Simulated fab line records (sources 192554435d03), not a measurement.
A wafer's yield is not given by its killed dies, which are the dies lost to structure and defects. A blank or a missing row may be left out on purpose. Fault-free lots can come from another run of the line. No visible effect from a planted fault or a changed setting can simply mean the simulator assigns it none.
Lot-split experiment -- flow n5Finfet -- 21 wafers read across 7 lots, on a route 1938 steps long

SPLIT DETAILS
At N5_MOL_CONTACT_COAG_COAT_58 (time 60 s, resist thk 10 nm), the setting spinRpm was moved away from the recipe's 1500 rpm on 5 of the 21 wafers read, by -10.2% to +5.8%. For the rest of the wafers, this setting stayed at what the recipe calls for.

FROM THE SPLIT TO THE READING: what the file shows between them, 3 steps
- N5_MOL_CONTACT_COAG_COAT_02: resist thk 30 nm
- N5_MOL_CONTACT_COAG_EBR_04
- N5_MOL_CONTACT_COAG_DESCUM_13: chemistry O2, time 7 s

THE READING
etch.depthNm (the simulator's own value, which no gauge read), in nm, at N5_MOL_CONTACT_COAG_ETCH_59 (etches underlayer in N2/H2, target depth 13 nm, time 10.4 s). No usual value for it is given in the file. Across the 16 wafers here that went through the recipe, the average is 10.004 nm and the standard deviation 0.035 nm.

wafer,"tool, chamber at the split","spinRpm as run, rpm",against the recipe,"etch.depthNm, nm",against lot-mates on the recipe
L077.2,"lithoTrack-01, 0",1500,recipe,9.965,-
L077.3,"lithoTrack-01, 0",1500,recipe,9.99,-
L077.5,"lithoTrack-01, 0",1587,+5.8%,9.72,-0.257
L079.2,"lithoTrack-01, 0",1500,recipe,10.04,-
L079.4,"lithoTrack-01, 0",1500,recipe,10.01,-
L079.6,"lithoTrack-01, 0",1500,recipe,10.02,-
L081.4,"lithoTrack-01, 0",1451,-3.3%,10.19,+0.180
L081.6,"lithoTrack-01, 0",1451,-3.3%,10.19,+0.180
L081.5,"lithoTrack-01, 0",1500,recipe,10.01,-
L083.2,"lithoTrack-05, 0",1500,recipe,10.05,-
L083.3,"lithoTrack-05, 0",1500,recipe,10.06,-
L083.5,"lithoTrack-05, 0",1500,recipe,10.04,-
L084.1,"lithoTrack-04, 0",1500,recipe,9.967,-
L084.4,"lithoTrack-04, 0",1500,recipe,10.01,-
L084.6,"lithoTrack-04, 0",1500,recipe,9.99,-
L090.3,"lithoTrack-05, 0",1500,recipe,10.04,-
L090.4,"lithoTrack-05, 0",1347,-10.2%,10.56,+0.520
L090.5,"lithoTrack-05, 0",1347,-10.2%,10.57,+0.530
L092.1,"lithoTrack-04, 0",1500,recipe,9.975,-
L092.2,"lithoTrack-04, 0",1500,recipe,9.932,-
L092.4,"lithoTrack-04, 0",1500,recipe,9.97,-

THE FIT
A straight line over all 21 wafers: etch.depthNm changes by -0.0541 nm for each +1% of spinRpm; r = -0.99; the points scatter about the line by 0.033 nm.
The same after taking each lot's own level away (the mean of its wafers on the recipe; 21 wafers): -0.0505 nm for each +1%; r = -1.00; scatter 0.016 nm.
The reading moves by 0.52 nm for the largest change in spinRpm, on that fit.
The span of the lots' own levels, 9.9590 to 10.0500 nm, comes to 2.6 times the standard deviation stated above.
Consequently the slope shifts little with the lot-to-lot level, the two slopes agreeing.
Check: with one of the wafers moved furthest among these (-10.2%) left out of the fit, the line predicts +0.519 nm for it against its lot-mates. It came out at +0.52 nm against them.

OTHER SPLITS APPLIED TO THESE WAFERS
These wafers also went through other splits before the reading. Each is held against what the fit with the lots' levels taken away leaves over:
other split on the same wafers,wafers away from the commonest value,r with etch.depthNm (lot level and that fit taken away)
N5_HKMG_FIN_DEVELOP_48 developTimeS,7,+0.28
N5_GATE_CUT_COAT_07 spinRpm,6,+0.19

THE WHOLE CHAIN: every reading that the file lists as answering this split, in the file's order
step,what it does,reading,change (the file's fit),r (the file's)
N5_MOL_CONTACT_COAG_COAT_58,"time 60 s, resist thk 10 nm","underlayer_of_MOL_CONTACT_COAG_COAT_58.thkNm (the simulator's own value, which no gauge read)",-0.0535 nm for each +1% of the setting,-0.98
N5_MOL_CONTACT_COAG_ETCH_59,"etches underlayer in N2/H2, target depth 13 nm, time 10.4 s","etch.depthNm (the simulator's own value, which no gauge read)",-0.0507 nm for each +1% of the setting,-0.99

THE FILE'S OWN FIT
etch.depthNm changes by -0.0507 nm for each +1% of spinRpm, r = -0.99.
